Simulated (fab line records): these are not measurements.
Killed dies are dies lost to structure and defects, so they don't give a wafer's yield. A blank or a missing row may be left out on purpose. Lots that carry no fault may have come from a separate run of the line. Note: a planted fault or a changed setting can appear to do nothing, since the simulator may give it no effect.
Which tool did it? -- flow nandHarc -- 13 lots with 39 wafers sampled at 2 steps, on a route of 1302 steps

== WHAT EACH GAUGE READ, for each wafer ==
NHARC_A_CONTACT_INSPECT_23.
lot,measured,on,rawDefectCount
L438,day 22 10:52,defectInspect-01,683 621 992
L440,day 23 23:01,defectInspect-02,418 366 675
L443,day 24 00:27,defectInspect-01,481 598 583
L451,day 28 05:28,defectInspect-01,549 622 492
L452,day 28 10:39,defectInspect-02,435 383 451
L454,day 28 23:20,defectInspect-01,531 867 833
L455,day 29 03:12,defectInspect-02,445 505 359
L457,day 29 16:39,defectInspect-02,363 346 540
L456,day 29 21:19,defectInspect-01,578 572 564
L459,day 30 17:11,defectInspect-01,397 397 419
L458,day 30 18:08,defectInspect-02,708 619 538
L460,day 31 10:54,defectInspect-01,888 548 467
L461,day 32 01:26,defectInspect-02,396 400 542

NHARC_A_BLC_CD_MEAS_19.
lot,measured,on,cdNm (nm)
L438,day 22 12:31,cdSem-01,100.2 101.8 100.1
L440,day 24 01:05,cdSem-01,98.0 104.9 98.6
L443,day 24 01:59,cdSem-01,103.1 104.6 106.1
L451,day 28 07:01,cdSem-03,100.0 101.5 99.5
L452,day 28 12:18,cdSem-02,102.3 101.9 103.3
L454,day 29 00:53,cdSem-02,99.5 101.0 99.5
L455,day 29 04:53,cdSem-01,101.1 101.1 101.4
L457,day 29 18:19,cdSem-03,100.2 101.6 101.0
L456,day 29 22:59,cdSem-01,104.4 100.2 103.0
L459,day 30 18:44,cdSem-02,100.4 102.1 100.9
L458,day 30 19:40,cdSem-02,98.5 98.4 100.2
L460,day 31 12:26,cdSem-03,102.4 100.3 100.6
L461,day 32 03:06,cdSem-01,103.2 101.0 102.9

== WHICH TOOL RAN EACH LOT (tool, then ch and the chambers of the sampled wafers, then the start) ==
The record holds no process step before these readings.

== AS READ BY THE TOOLS THEMSELVES (means over the sampled wafers that have a number; for cases with no such wafer, the mark the record gives instead) ==
The record holds no such reading with a usual standard deviation.

== THE ANSWER, worked out from the rows above alone ==
Rule: the lots themselves supply what counts as usual. Put in order of their means at a reading, lots are off if they are a third of the lots or fewer, leave a main group of 4 or more, and stand apart from it by a gap of 3 or more times the standard deviation of the main group's means; of several such gaps the widest counts. Not used: any main group whose means are identical at the precision the tables above print for the reading. A lot without any number at a reading at which 4 lots or more have one is off too. Any other lot the step has rows for is counted as sound. The gauges are gone through in route order, then the tools' own readings, and for those a lot's mean is taken as printed above. The first step at which some lot is off is used, and at that step the reading that is off furthest; a lot without a number counts as furthest.
No lot is off on any of the readings shown, so nothing can be concluded from this.

== WHAT WAS PUT IN BY THE SIMULATOR ==
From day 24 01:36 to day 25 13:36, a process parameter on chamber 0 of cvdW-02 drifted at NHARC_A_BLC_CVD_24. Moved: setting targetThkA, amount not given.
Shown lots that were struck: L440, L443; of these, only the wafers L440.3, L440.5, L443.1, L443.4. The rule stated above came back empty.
